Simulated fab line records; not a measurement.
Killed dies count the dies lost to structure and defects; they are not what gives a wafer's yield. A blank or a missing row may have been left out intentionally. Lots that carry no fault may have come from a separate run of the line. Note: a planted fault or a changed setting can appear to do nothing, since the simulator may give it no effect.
Chamber matching    flow nand harc    rie diel-04 running NHARC_THIN_TSV_ETCHBACK_48: 4 sister chambers
The step etches the open film in C4F8/Ar, target depth 1028.5 nm, time 405.17 s. 8 wafers are shown with their chamber, then 7 later ones without.

## WAFERS PAIRED WITH THEIR CHAMBERS
wafer   chamber  rf vpp V (V)  oes product au (a.u.)
L821.2  1        551           0.922
L820.3  2        546           0.917
L820.4  0        544           0.931
L823.3  3        546           0.942
L823.5  1        552           0.917
L823.6  0        543           0.918
L827.2  2        548           0.949
L827.3  3        544           0.964

## WAFERS MISSING THEIR CHAMBER
wafer   rf vpp V (V)  oes product au (a.u.)
L827.5  545           0.955
L826.3  546           1.010
L826.4  549           1.007
L826.5  543           0.989
L830.1  546           0.926
L830.3  544           0.896
L830.5  547           0.912

## EACH ONE'S CHAMBER
wafer    from the rows above            in truth
L827.5   3                              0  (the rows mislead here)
L826.3   can't be placed: 3 or 2        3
L826.4   can't be placed: 3 or 2 or 1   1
L826.5   can't be placed: 3 or 0        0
L830.1   can't be placed: 2 or 3 or 0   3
L830.3   can't be placed: 0 or 2        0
L830.5   can't be placed: 2 or 0 or 3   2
Correctly placed: 0 of 7. Cannot be placed on the basis of these rows: 6; the candidates contain the true chamber in 6. 1 placed wrongly.
How it was worked out, from the rows above alone: a wafer's distance from a chamber is the root of the sum, over the readings, of the square of ((its reading less the chamber's mean) divided by the reading's scatter). The wafer belongs to the nearest chamber; if the next one is less than 2 further off, it can't be placed. For every chamber, the mean is computed from those of its wafers that are shown. How the scatter is found: for the shown wafers, subtract from each reading the mean of its chamber, square and add these, divide the total by (wafers less chambers), then take the root.
